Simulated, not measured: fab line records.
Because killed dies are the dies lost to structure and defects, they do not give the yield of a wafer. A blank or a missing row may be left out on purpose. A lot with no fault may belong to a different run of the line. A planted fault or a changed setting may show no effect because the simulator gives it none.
Matching of chambers || flow nand_harc || NHARC_P_M1_STRIP_18 on rie_diel-07 has 4 sister chambers
The step strips in N2/H2. 27 wafers are shown with their chamber, then 12 later ones without.

EACH WAFER AND ITS CHAMBER
{"wafer": "L077.1", "chamber": 1, "drypump_motor_current_A (A)": 5.4, "showerhead_plenum_p_Torr (Torr)": 2.07, "oes_product_au (a.u.)": 1.000}
{"wafer": "L077.5", "chamber": 2, "drypump_motor_current_A (A)": 6.6, "showerhead_plenum_p_Torr (Torr)": 2.06, "oes_product_au (a.u.)": 0.989}
{"wafer": "L077.6", "chamber": 3, "drypump_motor_current_A (A)": 5.9, "showerhead_plenum_p_Torr (Torr)": 2.07, "oes_product_au (a.u.)": 0.989}
{"wafer": "L082.1", "chamber": 2, "drypump_motor_current_A (A)": 6.6, "showerhead_plenum_p_Torr (Torr)": 2.06, "oes_product_au (a.u.)": 0.990}
{"wafer": "L082.4", "chamber": 3, "drypump_motor_current_A (A)": 5.9, "showerhead_plenum_p_Torr (Torr)": 2.07, "oes_product_au (a.u.)": 0.984}
{"wafer": "L082.5", "chamber": 0, "drypump_motor_current_A (A)": 5.5, "showerhead_plenum_p_Torr (Torr)": 2.11, "oes_product_au (a.u.)": 1.021}
{"wafer": "L083.1", "chamber": 3, "drypump_motor_current_A (A)": 5.9, "showerhead_plenum_p_Torr (Torr)": 2.07, "oes_product_au (a.u.)": 0.999}
{"wafer": "L083.2", "chamber": 2, "drypump_motor_current_A (A)": 6.6, "showerhead_plenum_p_Torr (Torr)": 2.06, "oes_product_au (a.u.)": 0.996}
{"wafer": "L083.6", "chamber": 2, "drypump_motor_current_A (A)": 6.6, "showerhead_plenum_p_Torr (Torr)": 2.06, "oes_product_au (a.u.)": 1.002}
{"wafer": "L084.2", "chamber": 2, "drypump_motor_current_A (A)": 6.6, "showerhead_plenum_p_Torr (Torr)": 2.06, "oes_product_au (a.u.)": 1.001}
{"wafer": "L084.3", "chamber": 1, "drypump_motor_current_A (A)": 5.4, "showerhead_plenum_p_Torr (Torr)": 2.07, "oes_product_au (a.u.)": 0.999}
{"wafer": "L084.4", "chamber": 0, "drypump_motor_current_A (A)": 5.6, "showerhead_plenum_p_Torr (Torr)": 2.11, "oes_product_au (a.u.)": 1.028}
{"wafer": "L085.1", "chamber": 0, "drypump_motor_current_A (A)": 5.6, "showerhead_plenum_p_Torr (Torr)": 2.11, "oes_product_au (a.u.)": 1.017}
{"wafer": "L085.4", "chamber": 1, "drypump_motor_current_A (A)": 5.4, "showerhead_plenum_p_Torr (Torr)": 2.07, "oes_product_au (a.u.)": 1.002}
{"wafer": "L085.5", "chamber": 2, "drypump_motor_current_A (A)": 6.6, "showerhead_plenum_p_Torr (Torr)": 2.06, "oes_product_au (a.u.)": 0.998}
{"wafer": "L087.1", "chamber": 3, "drypump_motor_current_A (A)": 5.9, "showerhead_plenum_p_Torr (Torr)": 2.07, "oes_product_au (a.u.)": 0.978}
{"wafer": "L087.2", "chamber": 0, "drypump_motor_current_A (A)": 5.6, "showerhead_plenum_p_Torr (Torr)": 2.11, "oes_product_au (a.u.)": 1.011}
{"wafer": "L087.3", "chamber": 1, "drypump_motor_current_A (A)": 5.4, "showerhead_plenum_p_Torr (Torr)": 2.07, "oes_product_au (a.u.)": 0.989}
{"wafer": "L089.1", "chamber": 3, "drypump_motor_current_A (A)": 5.9, "showerhead_plenum_p_Torr (Torr)": 2.07, "oes_product_au (a.u.)": 0.979}
{"wafer": "L089.2", "chamber": 1, "drypump_motor_current_A (A)": 5.4, "showerhead_plenum_p_Torr (Torr)": 2.07, "oes_product_au (a.u.)": 0.996}
{"wafer": "L089.3", "chamber": 2, "drypump_motor_current_A (A)": 6.6, "showerhead_plenum_p_Torr (Torr)": 2.06, "oes_product_au (a.u.)": 0.985}
{"wafer": "L090.1", "chamber": 0, "drypump_motor_current_A (A)": 5.5, "showerhead_plenum_p_Torr (Torr)": 2.10, "oes_product_au (a.u.)": 1.009}
{"wafer": "L090.3", "chamber": 3, "drypump_motor_current_A (A)": 5.9, "showerhead_plenum_p_Torr (Torr)": 2.07, "oes_product_au (a.u.)": 0.990}
{"wafer": "L090.4", "chamber": 2, "drypump_motor_current_A (A)": 6.6, "showerhead_plenum_p_Torr (Torr)": 2.06, "oes_product_au (a.u.)": 0.997}
{"wafer": "L092.1", "chamber": 3, "drypump_motor_current_A (A)": 5.9, "showerhead_plenum_p_Torr (Torr)": 2.07, "oes_product_au (a.u.)": 1.007}
{"wafer": "L092.2", "chamber": 0, "drypump_motor_current_A (A)": 5.5, "showerhead_plenum_p_Torr (Torr)": 2.10, "oes_product_au (a.u.)": 1.016}
{"wafer": "L092.4", "chamber": 1, "drypump_motor_current_A (A)": 5.4, "showerhead_plenum_p_Torr (Torr)": 2.07, "oes_product_au (a.u.)": 1.016}

SIGNATURES (averages over the wafers above)
{"reading": "drypump_motor_current_A", "chamber 0": 5.550, "chamber 1": 5.400, "chamber 2": 6.600, "chamber 3": 5.900, "scatter within a chamber": 0.0255}
{"reading": "showerhead_plenum_p_Torr", "chamber 0": 2.1067, "chamber 1": 2.0700, "chamber 2": 2.0600, "chamber 3": 2.0700, "scatter within a chamber": 0.00241}
{"reading": "oes_product_au", "chamber 0": 1.01700, "chamber 1": 1.00033, "chamber 2": 0.99475, "chamber 3": 0.98943, "scatter within a chamber": 0.00825}
Rule: for each reading, subtract the chamber's mean from the wafer's reading, divide by that reading's scatter and square the result; add these up over the readings and take the root, which gives the wafer's distance from the chamber. The wafer belongs to the nearest chamber; if the next one is less than 2 further off, it can't be placed. How the scatter is found: for the shown wafers, subtract from each reading the mean of its chamber, square and add these, divide the total by (wafers less chambers), then take the root.

WAFERS MISSING THEIR CHAMBER
{"wafer": "L093.1", "drypump_motor_current_A (A)": 5.5, "showerhead_plenum_p_Torr (Torr)": 2.10, "oes_product_au (a.u.)": 1.003}
{"wafer": "L093.3", "drypump_motor_current_A (A)": 5.4, "showerhead_plenum_p_Torr (Torr)": 2.07, "oes_product_au (a.u.)": 1.015}
{"wafer": "L093.5", "drypump_motor_current_A (A)": 5.4, "showerhead_plenum_p_Torr (Torr)": 2.07, "oes_product_au (a.u.)": 1.011}
{"wafer": "L094.1", "drypump_motor_current_A (A)": 5.5, "showerhead_plenum_p_Torr (Torr)": 2.10, "oes_product_au (a.u.)": 1.019}
{"wafer": "L094.4", "drypump_motor_current_A (A)": 5.9, "showerhead_plenum_p_Torr (Torr)": 2.07, "oes_product_au (a.u.)": 0.994}
{"wafer": "L094.5", "drypump_motor_current_A (A)": 5.4, "showerhead_plenum_p_Torr (Torr)": 2.07, "oes_product_au (a.u.)": 1.021}
{"wafer": "L096.1", "drypump_motor_current_A (A)": 5.9, "showerhead_plenum_p_Torr (Torr)": 2.07, "oes_product_au (a.u.)": 0.978}
{"wafer": "L096.2", "drypump_motor_current_A (A)": 5.4, "showerhead_plenum_p_Torr (Torr)": 2.07, "oes_product_au (a.u.)": 1.018}
{"wafer": "L096.3", "drypump_motor_current_A (A)": 6.6, "showerhead_plenum_p_Torr (Torr)": 2.06, "oes_product_au (a.u.)": 1.004}
{"wafer": "L097.1", "drypump_motor_current_A (A)": 6.6, "showerhead_plenum_p_Torr (Torr)": 2.06, "oes_product_au (a.u.)": 1.018}
{"wafer": "L097.5", "drypump_motor_current_A (A)": 5.6, "showerhead_plenum_p_Torr (Torr)": 2.10, "oes_product_au (a.u.)": 1.029}
{"wafer": "L097.6", "drypump_motor_current_A (A)": 5.9, "showerhead_plenum_p_Torr (Torr)": 2.07, "oes_product_au (a.u.)": 0.996}

WHICH CHAMBER EACH WENT THROUGH
{"wafer": "L093.1", "from the rows above": 0, "in truth": 0}
{"wafer": "L093.3", "from the rows above": 1, "in truth": 1}
{"wafer": "L093.5", "from the rows above": 1, "in truth": 1}
{"wafer": "L094.1", "from the rows above": 0, "in truth": 0}
{"wafer": "L094.4", "from the rows above": 3, "in truth": 3}
{"wafer": "L094.5", "from the rows above": 1, "in truth": 1}
{"wafer": "L096.1", "from the rows above": 3, "in truth": 3}
{"wafer": "L096.2", "from the rows above": 1, "in truth": 1}
{"wafer": "L096.3", "from the rows above": 2, "in truth": 2}
{"wafer": "L097.1", "from the rows above": 2, "in truth": 2}
{"wafer": "L097.5", "from the rows above": 0, "in truth": 0}
{"wafer": "L097.6", "from the rows above": 3, "in truth": 3}
Correctly placed: 12 of 12. From these rows, 0 cannot be placed. Number placed wrongly: 0.
